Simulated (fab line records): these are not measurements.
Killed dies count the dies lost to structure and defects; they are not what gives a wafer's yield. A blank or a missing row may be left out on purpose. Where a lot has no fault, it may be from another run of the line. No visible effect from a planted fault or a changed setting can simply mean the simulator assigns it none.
Which tool is to blame? | flow nand-harc | 10 lots with 30 wafers sampled at 5 steps, on a route of 1159 steps

== WHAT THE GAUGES SHOWED, per wafer ==
NHARC_END_SORT_01. Usual: killed-at-array 27, standard deviation 12; killed-at-other 0.9, standard deviation 1.1; killed-at-periphery 3.2, standard deviation 2.4; killed-dies 31, standard deviation 12; killed-open 3.3, standard deviation 1.7; killed-short 2.0, standard deviation 1.6.
lot  | measured     | on        | killed-at-array | killed-at-other | killed-at-periphery | killed-dies | killed-open | killed-short | flag
L812 | day 25 03:07 | prober-01 | 23 30 24        | 1 0 1           | 1 0 652             | 25 30 677   | 3 5 3       | 2 1 3        | OFF
L815 | day 26 02:29 | prober-02 | 29 33 26        | 3 1 1           | 645 2 650           | 677 36 677  | 4 4 3       | 2 0 2        | OFF

== WHAT TOOL EACH LOT RAN ON (gives the tool, then ch and the chambers of the sampled wafers, and finally the start) ==
lot  | NHARC_P_STI_DESCUM_14             | NHARC_P_STI_ETCH_42               | NHARC_P_GATE_HM_OPEN_105           | NHARC_P_GATE_DESCUM_48
L802 | rie-diel-09 ch 0,2,3, day 3 11:40 | rie-diel-09 ch 1,2, day 3 11:44   | rie-diel-11 ch 0,1,2, day 5 15:00  | rie-diel-11 ch 0,1, day 6 05:01
L803 | rie-diel-03 ch 0,1, day 3 11:47   | rie-diel-03 ch 1,2, day 3 11:53   | rie-diel-13 ch 0,3, day 5 15:00    | rie-diel-07 ch 1,3, day 6 05:26
L805 | rie-diel-02 ch 0,2,3, day 3 23:43 | rie-diel-02 ch 0,2,3, day 3 23:48 | rie-diel-07 ch 0,1,3, day 6 10:00  | rie-diel-13 ch 0,2, day 6 22:17
L809 | rie-diel-03 ch 0,3, day 4 23:14   | rie-diel-03 ch 0,1,2, day 4 23:20 | rie-diel-13 ch 0,3, day 7 06:00    | rie-diel-13 ch 0,2,3, day 7 18:06
L812 | rie-diel-02 ch 0,3, day 5 13:50   | rie-diel-02 ch 2,3, day 5 13:55   | rie-diel-13 ch 0,2,3, day 7 23:00  | rie-diel-13 ch 0,1,3, day 8 11:46
L811 | rie-diel-09 ch 0,1,2, day 5 14:00 | rie-diel-09 ch 1,2,3, day 5 14:05 | rie-diel-11 ch 0,1,2, day 7 23:00  | rie-diel-13 ch 0,1,2, day 8 11:17
L813 | rie-diel-09 ch 0,2,3, day 6 00:47 | rie-diel-09 ch 0,2,3, day 6 00:52 | rie-diel-07 ch 0,1,2, day 8 07:00  | rie-diel-13 ch 2,3, day 8 19:10
L815 | rie-diel-03 ch 1,2, day 6 12:07   | rie-diel-03 ch 0,1,2, day 6 12:12 | rie-diel-13 ch 0,2, day 8 19:00    | rie-diel-07 ch 0,1,2, day 9 07:37
L818 | rie-diel-09 ch 0,1,2, day 7 08:25 | rie-diel-09 ch 0,1, day 7 08:29   | rie-diel-11 ch 2,3, day 9 14:00    | rie-diel-07 ch 1,2, day 10 02:08
L821 | rie-diel-03 ch 1,2,3, day 7 23:10 | rie-diel-03 ch 2,3, day 7 23:14   | rie-diel-11 ch 0,1,3, day 10 06:00 | rie-diel-11 ch 0,2,3, day 10 18:38
- NHARC_P_STI_DESCUM_14: chemistry O2, time 3 s.
- NHARC_P_STI_ETCH_42: etches the open film in N2/H2, target depth 80 nm, overetch 24 nm, time 61 s.
- NHARC_P_GATE_HM_OPEN_105: chemistry O2/COS, target depth 360 nm.
- NHARC_P_GATE_DESCUM_48: chemistry O2, time 3 s.

== AS READ BY THE TOOLS THEMSELVES (means over the sampled wafers that have a number; for cases with no such wafer, the mark the record gives instead) ==
NHARC_P_STI_DESCUM_14. Usual: chamber-pressure-mTorr 60.00 mTorr, standard deviation 0.05; drypump-motor-current-A 5.9 A, standard deviation 0.37; oes-product-au 0.997 a.u., standard deviation 0.012; rf-vpp-V 57.9 V, standard deviation 0.77; showerhead-plenum-p-Torr 1.95 Torr, standard deviation 0.082; throttle-valve-pct 11.312 %, standard deviation 0.0086.
lot  | tool        | chamber-pressure-mTorr (mTorr) | drypump-motor-current-A (A) | oes-product-au (a.u.) | rf-vpp-V (V) | showerhead-plenum-p-Torr (Torr) | throttle-valve-pct (%) | flag
L802 | rie-diel-09 | 60.04                          | 5.7                         | 0.988                 | 57.8         | 2.02                            | 11.309                 |
L803 | rie-diel-03 | 60.00                          | 5.9                         | 1.000                 | 57.8         | 1.99                            | 11.321                 |
L805 | rie-diel-02 | 59.98                          | 5.7                         | 0.996                 | 57.7         | 1.88                            | 11.308                 |
L809 | rie-diel-03 | 59.93                          | 6.1                         | 1.001                 | 58.8         | 1.92                            | 11.317                 |
L812 | rie-diel-02 | 60.01                          | 5.8                         | 0.997                 | 57.8         | 1.90                            | 11.315                 |
L811 | rie-diel-09 | 59.96                          | 6.0                         | 0.988                 | 57.6         | 2.01                            | 11.307                 |
L813 | rie-diel-09 | 59.97                          | 5.7                         | 0.997                 | 58.1         | 2.02                            | 11.315                 |
L815 | rie-diel-03 | 60.02                          | 5.8                         | 1.011                 | 57.8         | 1.88                            | 11.314                 |
L818 | rie-diel-09 | 60.01                          | 6.0                         | 0.984                 | 57.5         | 2.00                            | 11.310                 |
L821 | rie-diel-03 | 59.96                          | 5.7                         | 1.015                 | 58.0         | 1.92                            | 11.314                 |

NHARC_P_STI_ETCH_42. Usual: chamber-pressure-mTorr 30.001 mTorr (standard deviation 0.03); drypump-motor-current-A 5.9 A (standard deviation 0.39); h2-flow-sccm 150.0 sccm (standard deviation 0.48); oes-product-au 0.999 a.u. (standard deviation 0.012); rf-vpp-V 431.7 V (standard deviation 2.4); showerhead-plenum-p-Torr 2.08 Torr (standard deviation 0.085); throttle-valve-pct 14.171 % (standard deviation 0.0082).
lot  | tool        | chamber-pressure-mTorr (mTorr) | drypump-motor-current-A (A) | h2-flow-sccm (sccm) | oes-product-au (a.u.) | rf-vpp-V (V) | showerhead-plenum-p-Torr (Torr) | throttle-valve-pct (%) | flag
L802 | rie-diel-09 | 29.995                         | 6.5                         | 150.1               | 1.002                 | 433.3        | 2.14                            | 14.166                 |
L803 | rie-diel-03 | 30.053                         | 5.7                         | 150.4               | 1.010                 | 432.6        | 2.09                            | 14.174                 |
L805 | rie-diel-02 | 30.004                         | 5.7                         | 149.7               | 0.996                 | 429.6        | 2.00                            | 14.168                 |
L809 | rie-diel-03 | 29.988                         | 5.9                         | 150.3               | 1.000                 | 430.3        | 2.04                            | 14.167                 |
L812 | rie-diel-02 | 29.998                         | 5.8                         | 150.1               | 0.990                 | 427.8        | 1.95                            | 14.177                 |
L811 | rie-diel-09 | 30.009                         | 6.1                         | 150.2               | 1.001                 | 432.5        | 2.15                            | 14.171                 |
L813 | rie-diel-09 | 29.976                         | 5.7                         | 150.3               | 0.993                 | 433.1        | 2.15                            | 14.164                 |
L815 | rie-diel-03 | 30.022                         | 6.0                         | 149.9               | 1.010                 | 430.7        | 2.04                            | 14.172                 |
L818 | rie-diel-09 | 29.989                         | 6.2                         | 150.0               | 0.987                 | 432.2        | 2.12                            | 14.166                 |
L821 | rie-diel-03 | 29.966                         | 5.7                         | 149.8               | 1.011                 | 428.0        | 1.96                            | 14.171                 |

NHARC_P_GATE_HM_OPEN_105. Usual: chamber-pressure-mTorr 20.002 mTorr, standard deviation 0.019; drypump-motor-current-A 5.8 A, standard deviation 0.48; oes-product-au 0.995 a.u., standard deviation 0.0096; rf-vpp-V 467.8 V, standard deviation 2.8; showerhead-plenum-p-Torr 3.16 Torr, standard deviation 0.12; throttle-valve-pct 28.329 %, standard deviation 0.0095.
lot  | tool        | chamber-pressure-mTorr (mTorr) | drypump-motor-current-A (A) | oes-product-au (a.u.) | rf-vpp-V (V) | showerhead-plenum-p-Torr (Torr) | throttle-valve-pct (%) | flag
L802 | rie-diel-11 | 20.000                         | 5.6                         | 0.999                 | 467.4        | 3.14                            | 28.324                 |
L803 | rie-diel-13 | 20.003                         | 6.0                         | 0.987                 | 469.9        | 3.22                            | 28.331                 |
L805 | rie-diel-07 | 19.986                         | 5.7                         | 1.001                 | 468.0        | 3.15                            | 28.335                 |
L809 | rie-diel-13 | 20.005                         | 5.8                         | 0.994                 | 468.4        | 3.18                            | 28.322                 |
L812 | rie-diel-13 | 20.003                         | 6.0                         | 0.842                 | 467.7        | 3.12                            | 28.326                 | OFF
L811 | rie-diel-11 | 20.014                         | 5.6                         | 0.997                 | 467.2        | 3.13                            | 28.325                 |
L813 | rie-diel-07 | 20.002                         | 5.8                         | 0.986                 | 467.1        | 3.13                            | 28.330                 |
L815 | rie-diel-13 | 20.014                         | 5.7                         | 0.685                 | 466.1        | 3.09                            | 28.332                 | OFF
L818 | rie-diel-11 | 20.018                         | 5.9                         | 0.995                 | 464.1        | 3.02                            | 28.320                 |
L821 | rie-diel-11 | 20.006                         | 6.0                         | 0.997                 | 469.3        | 3.22                            | 28.330                 |

NHARC_P_GATE_DESCUM_48. Usual: chamber-pressure-mTorr 59.99 mTorr, standard deviation 0.053; drypump-motor-current-A 5.8 A, standard deviation 0.5; oes-product-au 0.997 a.u., standard deviation 0.0086; rf-vpp-V 57.9 V, standard deviation 0.89; showerhead-plenum-p-Torr 1.94 Torr, standard deviation 0.078; throttle-valve-pct 11.311 %, standard deviation 0.01.
lot  | tool        | chamber-pressure-mTorr (mTorr) | drypump-motor-current-A (A) | oes-product-au (a.u.) | rf-vpp-V (V) | showerhead-plenum-p-Torr (Torr) | throttle-valve-pct (%) | flag
L802 | rie-diel-11 | 59.97                          | 5.7                         | 1.002                 | 57.7         | 1.98                            | 11.307                 |
L803 | rie-diel-07 | 60.01                          | 5.0                         | 1.000                 | 58.0         | 1.94                            | 11.314                 |
L805 | rie-diel-13 | 59.98                          | 5.7                         | 1.001                 | 57.7         | 1.90                            | 11.300                 |
L809 | rie-diel-13 | 59.97                          | 5.9                         | 0.997                 | 57.8         | 1.91                            | 11.317                 |
L812 | rie-diel-13 | 60.00                          | 5.7                         | 0.996                 | 58.0         | 1.96                            | 11.308                 |
L811 | rie-diel-13 | 59.98                          | 5.6                         | 0.997                 | 57.2         | 1.90                            | 11.315                 |
L813 | rie-diel-13 | 60.00                          | 6.1                         | 0.995                 | 57.5         | 1.94                            | 11.310                 |
L815 | rie-diel-07 | 60.01                          | 5.8                         | 1.006                 | 58.2         | 1.91                            | 11.305                 |
L818 | rie-diel-07 | 60.00                          | 5.5                         | 0.992                 | 57.8         | 1.96                            | 11.315                 |
L821 | rie-diel-11 | 59.99                          | 6.0                         | 1.005                 | 57.1         | 1.90                            | 11.303                 |

== THE ANSWER, worked out from the rows above alone ==
Rule: a lot is off if the mean of its wafers that have a number lies more than 3 standard deviations from the usual mean. Also off: a lot with no number at a reading for which 4 or more lots have one. Where the step has rows for the other lots, those lots are counted as sound. After the gauges, taken in route order, come the tools' own readings; for these a lot's mean is taken, as printed above. At the first step where some lot is off, the reading lying furthest off is the one used; lots without a number count as furthest.
Off: L812, L815, at NHARC_END_SORT_01 (killed-at-periphery). Neither off nor sound, because the step has no rows for them: L802, L803, L805, L809, L811, L813, L818, L821.
If a tool, at a process step before that reading, ran all the lots that are off and no sound lot after the first of them, it fits. The gauges at NHARC_END_SORT_01 aren't tried: what is off there is off at NHARC_P_GATE_HM_OPEN_105 too, on other tools, and a gauge's error can't cause that. One fits: rie-diel-13 at NHARC_P_GATE_HM_OPEN_105. It ran no sound lot before its first lot that is off in this sample, so the start can't be narrowed down.

== WHAT HAD BEEN PUT IN BY THE SIMULATOR ==
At NHARC_P_GATE_HM_OPEN_105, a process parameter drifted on rie-diel-13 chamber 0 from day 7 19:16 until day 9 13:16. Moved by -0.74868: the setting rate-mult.
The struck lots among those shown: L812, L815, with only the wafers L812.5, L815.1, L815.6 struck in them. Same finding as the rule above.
